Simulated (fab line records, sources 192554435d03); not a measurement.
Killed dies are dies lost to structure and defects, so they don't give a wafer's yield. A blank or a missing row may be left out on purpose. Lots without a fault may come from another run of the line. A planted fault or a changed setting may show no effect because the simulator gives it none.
Chamber matching | flow n5_finfet | N5_FIN_SAQP_ETCH_69 on rie_diel-01: 4 sister chambers
The step etches SOC in N2/H2, stops on SiNx, target depth 150 nm. 16 wafers are shown with their chamber, then 8 later ones without.

WAFERS WITH THEIR CHAMBER
wafer  | chamber | drypump_motor_current_A (A) | oes_product_au (a.u.) | throttle_valve_pct (%)
L075.2 | 2       | 4.9                         | 0.78                  | 17.82
L075.4 | 2       | 5.0                         | 0.78                  | 17.83
L075.6 | 3       | 5.3                         | 0.75                  | 17.74
L076.1 | 2       | 5.0                         | 0.77                  | 17.82
L076.3 | 0       | 6.4                         | 0.86                  | 17.69
L076.6 | 2       | 5.0                         | 0.77                  | 17.83
L080.1 | 1       | 5.2                         | 0.95                  | 17.64
L080.3 | 2       | 5.0                         | 0.77                  | 17.86
L080.6 | 2       | 5.0                         | 0.76                  | 17.85
L081.2 | 1       | 5.2                         | 0.94                  | 17.65
L081.3 | 2       | 5.0                         | 0.76                  | 17.84
L081.5 | 1       | 5.2                         | 0.94                  | 17.64
L084.1 | 3       | 5.4                         | 0.74                  | 17.77
L084.2 | 0       | 6.3                         | 0.84                  | 17.71
L084.6 | 2       | 4.9                         | 0.76                  | 17.86
L086.1 | 1       | 5.2                         | 0.90                  | 17.66

SIGNATURES (means of the wafers above)
reading                 | chamber 0 | chamber 1 | chamber 2 | chamber 3 | scatter within a chamber
drypump_motor_current_A | 6.350     | 5.200     | 4.975     | 5.350     | 0.0456
oes_product_au          | 0.8500    | 0.9325    | 0.7688    | 0.7450    | 0.0136
throttle_valve_pct      | 17.7000   | 17.6475   | 17.8388   | 17.7550   | 0.0153
Rule: a wafer's distance from a chamber is the root of the sum, over the readings, of the square of ((its reading less the chamber's mean) divided by the reading's scatter). The wafer belongs to the nearest chamber; if the next one is less than 2 further off, it can't be placed. The scatter: the root of (the sum of the squares of (reading less its chamber's mean) over the shown wafers, divided by (wafers less chambers)).

WAFERS WITHOUT THEIR CHAMBER
wafer  | drypump_motor_current_A (A) | oes_product_au (a.u.) | throttle_valve_pct (%)
L086.3 | 6.4                         | 0.83                  | 17.75
L086.6 | 5.0                         | 0.74                  | 17.90
L089.2 | 5.0                         | 0.74                  | 17.88
L089.3 | 5.2                         | 0.88                  | 17.68
L089.4 | 6.3                         | 0.81                  | 17.73
L090.1 | 5.3                         | 0.72                  | 17.80
L090.4 | 5.2                         | 0.88                  | 17.69
L090.5 | 6.4                         | 0.80                  | 17.76

WHICH CHAMBER EACH WENT THROUGH
wafer  | from the rows above | in truth
L086.3 | 0                   | 0
L086.6 | 2                   | 2
L089.2 | 2                   | 2
L089.3 | 1                   | 1
L089.4 | 0                   | 0
L090.1 | 3                   | 3
L090.4 | 1                   | 1
L090.5 | 0                   | 0
Placed correctly: 8 of 8. Can't be placed from these rows: 0. Placed wrongly: 0.
